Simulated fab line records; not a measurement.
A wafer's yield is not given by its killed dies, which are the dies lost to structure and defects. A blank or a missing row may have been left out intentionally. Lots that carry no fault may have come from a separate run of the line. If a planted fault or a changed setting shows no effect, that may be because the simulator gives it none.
Problem report, 8D (eight disciplines) form, completed by code ; flow nandHarc ; the parts of the form that need people (team, actions taken, sign-off) are left out

1. THE PROBLEM
Mean of cdNm at NHARC_P_CONTACT_CD_MEAS_12: 78.5 nm across 6 wafers in 2 lots; on wafers with no fault it is 89.9 nm (standard deviation 0.51). Relative to the usual mean, that is a shift of -22 standard deviations.
The step: target cd 90 nm.
Seen first at day 9 22:54 on cdSem-01, wafer L529.1. The record holds 30 wafers of 10 lots with a number at this step. Rule for "out" (also "out of limits"): further than 4 standard deviations from the usual mean. The rest of the wafers with a number are treated as sound.

2. WHAT IT IS; WHAT IT IS NOT
question;is;is not
which readings at this step;cdNm;-
which lots;L529, L530;L522, L523, L528, L537, L538, L540, L541, L542
which wafers of those lots;all that have a number;-
read on which gauges;cdSem-01, cdSem-03;cdSem-02
when;from day 9 22:54;"up to then (9 sound wafers); but 15 sound wafers of L537, L538, L540, L541, L542 came after"

3. SUSPECTS, AND WHAT RULES EACH OUT
Counting: a tool at any process step up to the reading remains a suspect when it ran all the lots that are out and ran no sound lot after the first of those.
- ruled out: the gauge at NHARC_P_CONTACT_CD_MEAS_12. 2 gauges (cdSem-01, cdSem-03) read the wafers that are out.
- lithoTrack-01 at NHARC_P_CONTACT_PEB_10 (peb time 65 s): ruled out as a lasting fault. The sound lots L538, L542, L541 went through it after L529, its earliest lot that is out (day 9 22:49).
Left after counting: nothing in the record.

4. THE CAUSE (what the simulator had put in)
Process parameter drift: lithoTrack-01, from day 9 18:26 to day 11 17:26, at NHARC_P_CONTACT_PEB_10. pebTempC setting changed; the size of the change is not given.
It was ruled out by counting, in error; the rule expects a fault to strike all lots run on its tool from its start on, and this fault did not.

5. THE EFFECT CHAIN, in route order
One row per reading whose mean, taken over the struck wafers that have a number, lies over 3 standard deviations from the usual. Scope: only readings with a usual standard deviation given in the record; hours: median across lots of the time from each lot's start at the first step in this table that gives one to its start at this step; sigmas: change in usual standard deviations.
hours;step;reading;usual;on struck wafers;change;sigmas
0;NHARC_P_CONTACT_PEB_10;heaterPowerTotalW;156.6 W;150.2;-6.4;-14
0;NHARC_P_CONTACT_PEB_10;plateTempC;100.04 C;96.86;-3.18;-27
0;NHARC_P_CONTACT_CD_MEAS_12;cdNm;89.9 nm;78.5;-11.4;-22
4;NHARC_P_CONTACT_CD_MEAS_19;cdNm;89.2 nm;78.4;-10.8;-9.0
454;NHARC_END_SORT_01;killedAtPeriphery;3.5;48.5;+45.0;+18
Here are the process steps it includes:
- NHARC_P_CONTACT_PEB_10: peb time 65 s.

6. HOW IT WOULD HAVE BEEN CAUGHT EARLIER
The first out-of-limits reading at a measuring or inspecting step in this record came at day 9 22:54, 4 hours after the fault's start at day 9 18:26.
Tool's own readings at NHARC_P_CONTACT_PEB_10, heaterPowerTotalW, plateTempC: out on all struck wafers the step has rows for; an alarm limit on them would have tripped on the first.
